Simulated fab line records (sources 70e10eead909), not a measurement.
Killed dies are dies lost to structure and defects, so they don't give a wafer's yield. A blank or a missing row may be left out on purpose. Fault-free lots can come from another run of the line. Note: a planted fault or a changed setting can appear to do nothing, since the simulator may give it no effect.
Matching of chambers || flow nandHarc || cmp-03 running NHARC_A_CHANNEL_FILL_D2_CMP_10: 4 sister chambers
The step polishes, target thk 150 nm. 4 wafers are shown with their chamber, then 7 later ones without.

## WAFERS WITH THEIR CHAMBER
{"wafer": "L083.2", "chamber": 2, "motorCurrentA (A)": 11.0}
{"wafer": "L083.4", "chamber": 1, "motorCurrentA (A)": 10.2}
{"wafer": "L088.1", "chamber": 0, "motorCurrentA (A)": 10.2}
{"wafer": "L088.4", "chamber": 3, "motorCurrentA (A)": 12.2}

## WAFERS MISSING THEIR CHAMBER
{"wafer": "L088.5", "motorCurrentA (A)": 11.4}
{"wafer": "L093.3", "motorCurrentA (A)": 11.6}
{"wafer": "L093.5", "motorCurrentA (A)": 10.2}
{"wafer": "L093.6", "motorCurrentA (A)": 9.5}
{"wafer": "L095.1", "motorCurrentA (A)": 12.1}
{"wafer": "L095.2", "motorCurrentA (A)": 9.5}
{"wafer": "L095.5", "motorCurrentA (A)": 10.5}

## WHICH CHAMBER EACH ONE RAN IN
{"wafer": "L088.5", "from the rows above": "can't be placed: 2 or 3 or 0 or 1", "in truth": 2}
{"wafer": "L093.3", "from the rows above": "can't be placed: 2 or 3 or 0 or 1", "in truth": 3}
{"wafer": "L093.5", "from the rows above": "can't be placed: 0 or 1 or 2", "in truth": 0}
{"wafer": "L093.6", "from the rows above": "can't be placed: 0 or 1 or 2", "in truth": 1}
{"wafer": "L095.1", "from the rows above": 3, "in truth": 3}
{"wafer": "L095.2", "from the rows above": "can't be placed: 0 or 1 or 2", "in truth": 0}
{"wafer": "L095.5", "from the rows above": "can't be placed: 0 or 1 or 2", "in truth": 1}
Correct placement for 1 of the 7. Unplaceable from these rows: 6, with the true chamber sitting among the candidates in 6. Number placed wrongly: 0.
How it was worked out, from the rows above alone: a wafer's distance from a chamber is the root of the sum, over the readings, of the square of ((its reading less the chamber's mean) divided by the reading's scatter). If the next closest chamber is less than 2 further off than the closest, the wafer can't be placed; otherwise it belongs to the closest. The mean given for a chamber averages the wafers shown for that chamber. The scatter (one wafer shown for each chamber): square how far every hidden wafer sits from the nearest shown wafer, average those squares and take the square root.
